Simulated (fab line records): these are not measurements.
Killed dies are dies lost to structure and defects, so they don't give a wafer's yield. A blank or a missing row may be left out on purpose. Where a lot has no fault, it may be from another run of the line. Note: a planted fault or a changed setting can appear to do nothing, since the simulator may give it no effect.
Matching of chambers | flow nandHarc | 4 sister chambers for NHARC_A_SGD_CUT_CMP_21 on cmp-03
The step polishes, target thk 148.19 nm. 4 wafers are shown with their chamber, then 11 later ones without.

WAFERS WITH THEIR CHAMBER
wafer  | chamber | motorCurrentA (A)
L088.1 | 3       | 14.0
L088.3 | 0       | 12.8
L088.4 | 2       | 12.2
L091.1 | 1       | 11.4

WAFERS MISSING THEIR CHAMBER
wafer  | motorCurrentA (A)
L091.4 | 13.5
L091.5 | 12.8
L092.1 | 13.6
L092.3 | 12.1
L092.5 | 12.0
L093.1 | 12.7
L093.3 | 12.5
L093.4 | 14.1
L096.1 | 12.6
L096.2 | 13.0
L096.3 | 12.2

WHICH CHAMBER EACH WENT THROUGH
wafer  | from the rows above     | in truth
L091.4 | can't be placed: 3 or 0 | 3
L091.5 | 0                       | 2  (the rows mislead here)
L092.1 | can't be placed: 3 or 0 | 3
L092.3 | 2                       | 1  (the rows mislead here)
L092.5 | can't be placed: 2 or 1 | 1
L093.1 | can't be placed: 0 or 2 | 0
L093.3 | can't be placed: 0 or 2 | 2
L093.4 | 3                       | 3
L096.1 | can't be placed: 0 or 2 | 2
L096.2 | 0                       | 0
L096.3 | 2                       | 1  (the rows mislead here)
2 of 11 placed correctly. These rows do not allow placing 6 (true chamber among the candidates in 6). Placed wrongly: 3.
How it was worked out, from the rows above alone: a wafer's distance from a chamber is the root of the sum, over the readings, of the square of ((its reading less the chamber's mean) divided by the reading's scatter). The wafer belongs to the nearest chamber; if the next one is less than 2 further off, it can't be placed. Each chamber's mean is taken over the wafers shown for it. The scatter: root of mean squared gap, hidden wafer to nearest shown wafer, with one shown wafer a chamber.
